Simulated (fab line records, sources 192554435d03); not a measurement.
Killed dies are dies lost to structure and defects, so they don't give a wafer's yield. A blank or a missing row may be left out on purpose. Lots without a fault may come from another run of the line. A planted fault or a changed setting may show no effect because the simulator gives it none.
Chamber matching | flow n5_finfet | N5_BEOL_M0_PRE_CLEAN_131 on cvd_co-02: 3 sister chambers
The step time 15 s. 33 wafers are shown with their chamber, then 12 later ones without.

WAFERS WITH THEIR CHAMBER
wafer  | chamber | heater_power_w (W)
L074.3 | 2       | 84
L074.4 | 2       | 84
L074.5 | 0       | 72
L075.3 | 2       | 85
L075.4 | 1       | 89
L075.6 | 2       | 83
L077.1 | 2       | 85
L077.3 | 1       | 88
L077.6 | 0       | 75
L079.1 | 2       | 82
L079.3 | 0       | 74
L079.5 | 1       | 88
L078.1 | 2       | 83
L078.2 | 1       | 87
L078.3 | 0       | 76
L078.4 | 2       | 85
L078.5 | 0       | 74
L078.6 | 1       | 90
L081.1 | 1       | 89
L081.3 | 2       | 83
L081.6 | 1       | 90
L084.2 | 1       | 88
L084.5 | 2       | 85
L084.6 | 0       | 74
L085.1 | 1       | 89
L085.2 | 2       | 81
L085.3 | 0       | 71
L085.4 | 1       | 93
L085.5 | 2       | 83
L085.6 | 0       | 74
L087.3 | 2       | 84
L087.4 | 2       | 83
L087.5 | 0       | 72

SIGNATURES (means of the wafers above)
reading        | chamber 0 | chamber 1 | chamber 2 | scatter within a chamber
heater_power_w | 73.56     | 89.10     | 83.57     | 1.47
Rule: a wafer's distance from a chamber is the root of the sum, over the readings, of the square of ((its reading less the chamber's mean) divided by the reading's scatter). The wafer belongs to the nearest chamber; if the next one is less than 2 further off, it can't be placed. The scatter: the root of (the sum of the squares of (reading less its chamber's mean) over the shown wafers, divided by (wafers less chambers)).

WAFERS WITHOUT THEIR CHAMBER
wafer  | heater_power_w (W)
L089.1 | 86
L089.3 | 74
L089.5 | 74
L090.1 | 83
L090.2 | 90
L090.3 | 74
L090.4 | 86
L090.5 | 89
L090.6 | 75
L092.2 | 87
L092.4 | 86
L092.6 | 73

WHICH CHAMBER EACH WENT THROUGH
wafer  | from the rows above     | in truth
L089.1 | can't be placed: 2 or 1 | 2
L089.3 | 0                       | 0
L089.5 | 0                       | 0
L090.1 | 2                       | 2
L090.2 | 1                       | 1
L090.3 | 0                       | 0
L090.4 | can't be placed: 2 or 1 | 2
L090.5 | 1                       | 1
L090.6 | 0                       | 0
L092.2 | can't be placed: 1 or 2 | 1
L092.4 | can't be placed: 2 or 1 | 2
L092.6 | 0                       | 0
Placed correctly: 8 of 12. Can't be placed from these rows: 4 (the true chamber is among the candidates in 4). Placed wrongly: 0.
